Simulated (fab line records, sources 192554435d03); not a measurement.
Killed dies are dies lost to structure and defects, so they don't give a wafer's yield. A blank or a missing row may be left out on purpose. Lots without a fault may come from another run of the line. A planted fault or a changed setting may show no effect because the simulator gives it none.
Chamber matching | flow n5_finfet | N5_BEOL_M11_CURE_72 on uv_cure-02: 3 sister chambers
The step cures SiCOH lowk, time 120 s. 3 wafers are shown with their chamber, then 7 later ones without.

WAFERS WITH THEIR CHAMBER
wafer  | chamber | wafer_temp_C_max
L075.6 | 1       | 371.3
L089.5 | 0       | 371.5
L092.2 | 2       | 372.0

WAFERS WITHOUT THEIR CHAMBER
wafer  | wafer_temp_C_max
L092.4 | 372.0
L097.1 | 371.5
L097.5 | 371.0
L097.6 | 371.8
L097.2 | 371.5
L097.3 | 371.1
L097.4 | 370.9

WHICH CHAMBER EACH WENT THROUGH
wafer  | from the rows above          | in truth
L092.4 | 2                            | 2
L097.1 | can't be placed: 0 or 1      | 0
L097.5 | can't be placed: 1 or 0      | 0
L097.6 | can't be placed: 2 or 0 or 1 | 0
L097.2 | can't be placed: 0 or 1      | 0
L097.3 | can't be placed: 1 or 0      | 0
L097.4 | can't be placed: 1 or 0      | 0
Placed correctly: 1 of 7. Can't be placed from these rows: 6 (the true chamber is among the candidates in 6). Placed wrongly: 0.
How it was worked out, from the rows above alone: a wafer's distance from a chamber is the root of the sum, over the readings, of the square of ((its reading less the chamber's mean) divided by the reading's scatter). The wafer belongs to the nearest chamber; if the next one is less than 2 further off, it can't be placed. A chamber's mean is the mean of its shown wafers. The scatter: with one shown wafer a chamber, the root of the mean of the squares of how far each hidden wafer lies from its nearest shown one.
